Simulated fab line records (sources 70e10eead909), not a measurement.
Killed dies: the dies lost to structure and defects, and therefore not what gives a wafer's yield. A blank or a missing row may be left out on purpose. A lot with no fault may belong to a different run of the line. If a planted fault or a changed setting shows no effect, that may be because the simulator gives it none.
The tool behind it: which one? -- flow nandHarc -- Sampling: 14 lots, 42 wafers, 5 of 1159 route steps

WHAT THE GAUGES SHOWED, per wafer
NHARC_P_M1_THK_MEAS_24: measures by xrf.
lot,measured,on,thkNm (nm)
L695,day 6 02:56,filmMetro-02,157.2 155.6 157.0
L696,day 6 17:51,filmMetro-01,155.7 157.1 159.9
L698,day 6 21:19,filmMetro-01,156.6 156.9 153.6
L700,day 7 00:00,filmMetro-02,156.8 157.4 157.2
L699,day 7 07:49,filmMetro-02,157.1 157.3 158.6
L701,day 7 16:50,filmMetro-01,156.0 155.5 155.6
L703,day 8 15:13,filmMetro-01,156.6 158.4 159.3
L706,day 8 20:19,filmMetro-02,156.0 155.9 158.2
L708,day 9 13:04,filmMetro-02,158.1 155.4 157.4
L710,day 10 04:22,filmMetro-01,159.2 158.5 154.8
L713,day 10 11:13,filmMetro-02,159.4 158.1 157.1
L712,day 10 13:23,filmMetro-01,157.5 155.3 155.6
L714,day 10 18:28,filmMetro-01,159.8 158.5 159.4
L716,day 11 06:59,filmMetro-02,158.3 158.8 156.5

NHARC_P_M1_INSPECT_27.
lot,measured,on,rawDefectCount
L695,day 6 03:06,defectInspect-02,167 347 248
L696,day 6 18:01,defectInspect-02,172 97 131
L698,day 6 21:28,defectInspect-02,423 302 190
L700,day 7 00:10,defectInspect-02,321 419 267
L699,day 7 07:58,defectInspect-01,277 377 270
L701,day 7 16:59,defectInspect-01,363 268 178
L703,day 8 15:22,defectInspect-01,564 375 315
L706,day 8 20:28,defectInspect-01,455 284 285
L708,day 9 13:14,defectInspect-02,183 246 504
L710,day 10 04:31,defectInspect-01,377 232 176
L713,day 10 11:25,defectInspect-02,199 212 232
L712,day 10 13:34,defectInspect-01,295 166 185
L714,day 10 18:38,defectInspect-02,160 228 231
L716,day 11 07:08,defectInspect-02,362 370 333

NHARC_P_M2_CD_MEAS_09: target cd 170 nm.
lot,measured,on,cdNm (nm)
L695,day 6 04:23,cdSem-02,170.8 170.2 171.0
L696,day 6 19:25,cdSem-02,170.0 170.0 170.5
L698,day 6 22:51,cdSem-02,170.3 170.3 170.0
L700,day 7 01:41,cdSem-02,170.1 169.0 170.2
L699,day 7 09:14,cdSem-03,170.8 170.6 170.6
L701,day 7 18:22,cdSem-03,170.6 170.7 169.9
L703,day 8 16:46,cdSem-02,170.3 169.8 169.9
L706,day 8 22:03,cdSem-02,169.5 168.9 169.4
L708,day 9 14:28,cdSem-01,169.9 170.1 170.2
L710,day 10 05:55,cdSem-01,170.1 170.1 169.7
L713,day 10 12:48,cdSem-01,170.5 170.3 169.7
L712,day 10 14:58,cdSem-01,170.5 169.8 170.6
L714,day 10 19:55,cdSem-02,196.7 197.3 197.9
L716,day 11 09:01,cdSem-01,197.3 198.1 197.9

WHICH TOOL RAN EACH LOT (tool, then ch and the chambers of the sampled wafers, then the start)
lot,NHARC_P_M1_DEP_33,NHARC_P_M2_PEB_07
L695,"pecvd-04 ch 0,1,2, day 6 03:22","lithoTrack-06 ch 0, day 6 04:17"
L696,"pecvd-04 ch 0,1,2, day 6 18:17","lithoTrack-06 ch 0, day 6 19:19"
L698,"pecvd-04 ch 0,1,2, day 6 21:37","lithoTrack-06 ch 0, day 6 22:46"
L700,"pecvd-01 ch 1,2, day 7 00:20","lithoTrack-01 ch 0, day 7 01:37"
L699,"pecvd-04 ch 0,1, day 7 08:07","lithoTrack-06 ch 0, day 7 09:10"
L701,"pecvd-03 ch 0,2, day 7 17:08","lithoTrack-04 ch 0, day 7 18:17"
L703,"pecvd-04 ch 0,1, day 8 15:31","lithoTrack-01 ch 0, day 8 16:41"
L706,"pecvd-04 ch 0,2, day 8 20:40","lithoTrack-01 ch 0, day 8 21:58"
L708,"pecvd-01 ch 0,1,2, day 9 13:25","lithoTrack-04 ch 0, day 9 14:23"
L710,"pecvd-04 ch 1,2, day 10 04:40","lithoTrack-06 ch 0, day 10 05:50"
L713,"pecvd-03 ch 1,2, day 10 11:33","lithoTrack-04 ch 0, day 10 12:43"
L712,"pecvd-03 ch 1,2, day 10 13:46","lithoTrack-06 ch 0, day 10 14:53"
L714,"pecvd-04 ch 0,1, day 10 18:47","lithoTrack-06 ch 0, day 10 19:50"
L716,"pecvd-03 ch 0,2, day 11 07:25","lithoTrack-06 ch 0, day 11 08:56"
- NHARC_P_M1_DEP_33: deposits SiCN, target thk 30 nm.
- NHARC_P_M2_PEB_07: peb time 65 s.

WHAT THE TOOLS THEMSELVES READ (means of the sampled wafers that have a number; where no wafer has one, the mark that the record gives instead)
NHARC_P_M1_DEP_33.
lot,tool,heaterPowerOuterW (W),heaterPowerW (W)
L695,pecvd-04,345,599
L696,pecvd-04,324,585
L698,pecvd-04,306,546
L700,pecvd-01,360,634
L699,pecvd-04,286,531
L701,pecvd-03,356,606
L703,pecvd-04,232,461
L706,pecvd-04,346,607
L708,pecvd-01,271,521
L710,pecvd-04,378,644
L713,pecvd-03,334,604
L712,pecvd-03,313,589
L714,pecvd-04,262,499
L716,pecvd-03,332,581

NHARC_P_M2_PEB_07.
lot,tool,heaterPowerTotalW (W),plateTempC (C)
L695,lithoTrack-06,156.4,100.14
L696,lithoTrack-06,156.0,99.85
L698,lithoTrack-06,156.5,100.00
L700,lithoTrack-01,156.6,99.85
L699,lithoTrack-06,156.2,100.01
L701,lithoTrack-04,156.5,100.08
L703,lithoTrack-01,156.7,99.95
L706,lithoTrack-01,157.0,99.82
L708,lithoTrack-04,156.9,100.00
L710,lithoTrack-06,156.4,99.89
L713,lithoTrack-04,156.4,100.15
L712,lithoTrack-06,156.7,99.97
L714,lithoTrack-06,177.9,109.60
L716,lithoTrack-06,177.4,109.89

THE ANSWER, worked out from the rows above alone
Rule: the lots themselves supply what counts as usual. Put in order of their means at a reading, lots are off if they are a third of the lots or fewer, leave a main group of 4 or more, and stand apart from it by a gap of 3 or more times the standard deviation of the main group's means; of several such gaps the widest counts. A main group whose means are all the same, to the digits that the tables above print for the reading, isn't used. Also off: a lot with no number at a reading for which 4 or more lots have one. Any other lot the step has rows for is counted as sound. Order of review: gauges by route order, followed by the tools' own readings, for which a lot's mean as printed above is used. The first step at which some lot is off is used, and at that step the reading that is off furthest; a lot without a number counts as furthest.
Off: L714, L716, at NHARC_P_M2_CD_MEAS_09 (cdNm). Main group: mean 170.1 nm, sd 0.37.
If a tool, at a process step before that reading, ran all the lots that are off and no sound lot after the first of them, it fits. The gauges at NHARC_P_M2_CD_MEAS_09 aren't tried: what is off there is off at NHARC_P_M2_PEB_07 too, on other tools, and a gauge's error can't cause that. One candidate fits, namely lithoTrack-06 at NHARC_P_M2_PEB_07. Its last sound lot is L712 (day 10 14:53), its first lot that is off L714 (day 10 19:50): a fault that began between those two fits.
The tool's own readings at NHARC_P_M2_PEB_07 bear it out: on the lots that are off they differ by more than 5 times the standard deviation of the sound lots' means. heaterPowerTotalW reads 177.7 W there against 156.5 W on the sound lots; plateTempC reads 109.75 C there against 99.98 C on the sound lots.

WHAT HAD BEEN PUT IN BY THE SIMULATOR
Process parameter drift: lithoTrack-06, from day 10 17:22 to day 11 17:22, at NHARC_P_M2_PEB_07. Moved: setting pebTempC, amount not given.
Lots struck among those shown: L714, L716. The rule above found the same.
